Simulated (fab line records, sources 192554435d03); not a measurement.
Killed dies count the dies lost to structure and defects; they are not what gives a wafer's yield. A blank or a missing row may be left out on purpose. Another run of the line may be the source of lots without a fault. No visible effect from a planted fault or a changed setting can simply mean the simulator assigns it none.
Lot-split experiment -- flow n5_finfet -- 39 wafers read across 7 lots, on a route 1938 steps long

== THE SPLIT ITSELF ==
At N5_BEOL_M6_TRENCH_ETCH_37 (etches SiCOH lowk in C4F6/O2, target depth 94.435 nm, time 31.5 s), the setting time_s was moved away from the recipe's 31.5 s on 12 of the 39 wafers read, by -36.3% to +49.5%. All remaining wafers had this setting at the recipe value.

== FROM THE SPLIT TO THE READING: what the file shows between them, 11 steps ==
- N5_BEOL_M6_ETCH_41: etches SiCN in CH3F/O2, target depth 29.7 nm, time 52 s
- N5_BEOL_M6_STRIP_80: strips in N2/H2, time 10 s
- N5_BEOL_M6_OCD_MEAS_38
- N5_BEOL_M6_HM_STRIP_39: strips TiN in peroxide tin strip, target depth 25 nm, time 158 s
- N5_BEOL_M6_SRD_40: time 30 s
- N5_BEOL_M6_ECD_50: material Cu, target thk 300 nm
- N5_BEOL_M6_ANNEAL_51: time 90 s
- N5_BEOL_M6_CMP_52: polishes, stops on SiCOH lowk, t overpolish 6.9 s, target thk 80 nm
- N5_BEOL_M6_THK_MEAS_53: measures by xrf
- N5_BEOL_M6_PRE_CLEAN_55: time 15 s
- N5_BEOL_M6_DEP_56: deposits SiCN from 3MS/NH3, target thk 10 nm, time 17.5 s

== THE READING ==
At N5_BEOL_M6_RS_MEAS_57, a four-point-probe measurement gives M6_RS in ohm/sq. Typical for fault-free wafers on this fab line: 0.286 ohm/sq, with standard deviation 0.0081 ohm/sq.

wafer,"tool, chamber at the split","time_s as run, s",against the recipe,"M6_RS, ohm/sq",against lot-mates on the recipe
L078.1,"rie_diel-04, 0",31.5,recipe,0.269,-
L078.2,"rie_diel-04, 2",31.5,recipe,0.282,-
L078.3,"rie_diel-04, 1",43.84,+39.2%,0.184,-0.091
L078.4,"rie_diel-04, 3",43.84,+39.2%,0.182,-0.093
L078.5,"rie_diel-04, 2",31.5,recipe,0.275,-
L078.6,"rie_diel-04, 1",43.84,+39.2%,0.185,-0.090
L081.1,"rie_diel-04, 1",31.5,recipe,0.288,-
L081.2,"rie_diel-04, 2",31.5,recipe,0.293,-
L081.3,"rie_diel-04, 0",31.5,recipe,0.284,-
L081.4,"rie_diel-04, 3",31.5,recipe,0.283,-
L081.5,"rie_diel-04, 2",31.5,recipe,0.293,-
L081.6,"rie_diel-04, 3",31.5,recipe,0.287,-
L082.1,"rie_diel-04, 0",47.09,+49.5%,0.168,-0.129
L082.2,"rie_diel-04, 2",47.09,+49.5%,0.172,-0.125
L082.3,"rie_diel-04, 3",31.5,recipe,0.292,-
L082.4,"rie_diel-04, 1",31.5,recipe,0.297,-
L082.5,"rie_diel-04, 0",47.09,+49.5%,0.170,-0.127
L082.6,"rie_diel-04, 3",31.5,recipe,0.301,-
L084.3,"rie_diel-01, 2",31.5,recipe,0.291,-
L084.5,"rie_diel-01, 1",31.5,recipe,0.280,-
L084.6,"rie_diel-01, 0",31.5,recipe,0.284,-
L087.1,"rie_diel-04, 2",31.5,recipe,0.295,-
L087.2,"rie_diel-04, 0",31.5,recipe,0.283,-
L087.3,"rie_diel-04, 3",31.5,recipe,0.299,-
L087.4,"rie_diel-04, 1",31.5,recipe,0.298,-
L087.5,"rie_diel-04, 2",31.5,recipe,0.299,-
L087.6,"rie_diel-04, 1",31.5,recipe,0.299,-
L096.1,"rie_diel-02, 1",20.82,-33.9%,0.548,+0.256
L096.2,"rie_diel-02, 2",20.82,-33.9%,0.527,+0.235
L096.3,"rie_diel-02, 0",31.5,recipe,0.300,-
L096.4,"rie_diel-02, 3",20.82,-33.9%,0.535,+0.243
L096.5,"rie_diel-02, 2",31.5,recipe,0.280,-
L096.6,"rie_diel-02, 1",31.5,recipe,0.297,-
L095.1,"rie_diel-01, 2",31.5,recipe,0.281,-
L095.2,"rie_diel-01, 1",31.5,recipe,0.274,-
L095.3,"rie_diel-01, 0",20.07,-36.3%,0.524,+0.246
L095.4,"rie_diel-01, 3",20.07,-36.3%,0.544,+0.266
L095.5,"rie_diel-01, 3",31.5,recipe,0.278,-
L095.6,"rie_diel-01, 2",20.07,-36.3%,0.525,+0.247

THE FIT
A straight line over all 39 wafers: M6_RS changes by -0.00429 ohm/sq for each +1% of time_s; r = -0.92; the points scatter about the line by 0.043 ohm/sq.
The same after taking each lot's own level away (the mean of its wafers on the recipe; 39 wafers): -0.00432 ohm/sq for each +1%; r = -0.92; scatter 0.043 ohm/sq.
According to that fit, moving time_s by its largest amount changes the reading by 0.21 ohm/sq.
Measured against the standard deviation above, the lots' own levels, which go from 0.2753 to 0.2967 ohm/sq, span 2.6 times it.
The two slopes are in agreement: the lot-to-lot level therefore moves the slope only a little.
Check: for one of the wafers moved furthest among these (+49.5%), held out of the fit, the line's prediction against its lot-mates is -0.196 ohm/sq. Against them it came out at -0.129 ohm/sq.

== THESE WAFERS: OTHER SPLITS ==
These wafers also went through other splits before the reading. Each is held against what the fit with the lots' levels taken away leaves over:
other split on the same wafers,wafers away from the commonest value,r with M6_RS (lot level and that fit taken away)
N5_BEOL_M2_TRENCH_ETCH_37 target_depth_a,12,+0.06

== THE WHOLE CHAIN: every reading that the file lists as answering this split, in the file's order ==
step,what it does,reading,change (the file's fit),r (the file's)
N5_BEOL_M6_TRENCH_ETCH_37,"etches SiCOH lowk in C4F6/O2, target depth 94.435 nm, time 31.5 s","etch.depth_nm (the simulator's own value, which no gauge read)",+0.946 nm for each +1% of the setting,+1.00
N5_BEOL_M6_TRENCH_ETCH_37,"etches SiCOH lowk in C4F6/O2, target depth 94.435 nm, time 31.5 s","BEOL_M6.feature_depth_nm (the simulator's own value, which no gauge read)",+0.946 nm for each +1% of the setting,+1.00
N5_BEOL_M6_TRENCH_ETCH_37,"etches SiCOH lowk in C4F6/O2, target depth 94.435 nm, time 31.5 s","TiN_of_BEOL_M6_HM_DEP_02.thk_nm (the simulator's own value, which no gauge read)",-0.0239 nm for each +1% of the setting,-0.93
N5_BEOL_M6_OCD_MEAS_38,,trench_depth_nm,+0.948 nm for each +1% of the setting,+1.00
N5_BEOL_M6_CMP_52,"polishes, stops on SiCOH lowk, t overpolish 6.9 s, target thk 80 nm","Cu_of_BEOL_M6_ECD_50.thk_nm (the simulator's own value, which no gauge read)",+0.939 nm for each +1% of the setting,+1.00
N5_BEOL_M6_THK_MEAS_53,measures by xrf,M6_THK,+0.932 for each +1% of the setting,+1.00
N5_BEOL_M6_RS_MEAS_57,measures by four-point-probe,M6_RS,-0.00424 for each +1% of the setting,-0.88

== THE FILE'S OWN FIT ==
M6_RS changes by -0.00424 ohm/sq for each +1% of time_s, r = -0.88.
